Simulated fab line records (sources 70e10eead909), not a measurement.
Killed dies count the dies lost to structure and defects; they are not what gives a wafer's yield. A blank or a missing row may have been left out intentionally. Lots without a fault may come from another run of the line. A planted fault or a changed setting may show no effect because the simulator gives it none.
Problem report in the 8D (eight disciplines) form, filled by code | flow nand-harc | the parts of the form that need people (team, actions taken, sign-off) are left out

== 1. THE PROBLEM ==
Wafers without a fault read 3.1, standard deviation 2; killed-at-periphery at NHARC_END_SORT_01 reads a mean of 74.5 on 2 wafers belonging to 2 lots. Measured from the usual mean, that is +36 standard deviations.
First seen on wafer L835.1, day 22 14:11, on prober-01. Wafers with a number at this step in the record: 18, from 6 lots. Rule for "out" (also "out of limits"): further than 4 standard deviations from the usual mean. The other wafers with a number count as sound.

== 2. WHAT THIS IS AND IS NOT ==
question                    | is                                                                                                                  | is not
which readings at this step | killed-at-periphery, defect-limited-yield, killed-dies, sort_bin_2_pct, sort_bin_3_pct, sort-n-pass, sort-yield-pct | killed-at-array, killed-at-other, killed-open, killed-short, sort-rim-yield-pct
which lots                  | L835, L838                                                                                                          | L840, L843, L845, L846
which wafers of those lots  | L835.1, L838.5                                                                                                      | L835.5, L835.6, L838.3, L838.4
read on which gauges        | prober-01, prober-02                                                                                                | -
when                        | from day 22 14:11                                                                                                   | up to then (0 sound wafers); but 16 sound wafers of L835, L838, L840, L843, L845, L846 came after

== 3. SUSPECTS, AND WHAT RULES EACH OUT ==
Counting: any tool at a process step up to the reading remains a suspect provided it ran every lot that is out. Sound lots after the first of them don't rule it out here, since some wafers of a struck lot are sound.
- ruled out: the gauge at NHARC_END_SORT_01. 2 gauges (prober-01, prober-02) read the wafers that are out.
- pvd-sputter-02 at NHARC_P_M1_PVD_20 (deposits TaN, target thk 5 nm, time 8.06 s): kept. It ran every lot that is out, first L835 (day 8 19:21).
The count leaves pvd-sputter-02 at NHARC_P_M1_PVD_20.

== 4. THE CAUSE (what the simulator had put in) ==
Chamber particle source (pvd-sputter-02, NHARC_P_M1_PVD_20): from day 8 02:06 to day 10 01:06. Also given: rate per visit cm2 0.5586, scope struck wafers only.
Only this tool survived the counting.

== 5. SEQUENCE OF EFFECTS, ordered by route ==
Each row: a reading where the mean over the struck wafers with a number is more than 3 standard deviations away from the usual. Only readings whose record carries a usual standard deviation are examined. hours: median over the lots of the time between each lot's start at the first step of this table that gives one and its start at this step. sigmas: the change, counted in usual standard deviations.
hours | step              | reading              | usual  | on struck wafers | change | sigmas
0     | NHARC_END_SORT_01 | defect-limited-yield | 95.2 % | 84.7             | -10.5  | -6.6
0     | NHARC_END_SORT_01 | killed-at-periphery  | 3.1    | 74.5             | +71.4  | +36
0     | NHARC_END_SORT_01 | killed-dies          | 33     | 104              | +71    | +6.5
0     | NHARC_END_SORT_01 | sort_bin_2_pct       | 1.5 %  | 7.1              | +5.6   | +9.3
0     | NHARC_END_SORT_01 | sort_bin_3_pct       | 0.24 % | 3.25             | +3.01  | +16
0     | NHARC_END_SORT_01 | sort-n-pass          | 644    | 573              | -71    | -6.5
0     | NHARC_END_SORT_01 | sort-yield-pct       | 95.2 % | 84.7             | -10.5  | -6.6

== 6. HOW IT WOULD HAVE BEEN CAUGHT EARLIER ==
348 hours passed between the start of the fault at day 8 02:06 and the first reading out of limits at a measuring or inspecting step in this record, taken at day 22 14:11.
Of the tool readings at NHARC_P_M1_PVD_20 for which the record gives a usual standard deviation, none was out on any struck wafer, so an alarm limit of 4 standard deviations on them would not have fired.
By day 22 14:11 the whole set of lots that are out, 2 in number, had already begun NHARC_P_M1_PVD_20 on pvd-sputter-02. A hold on the tool at that time would have spared none of them.
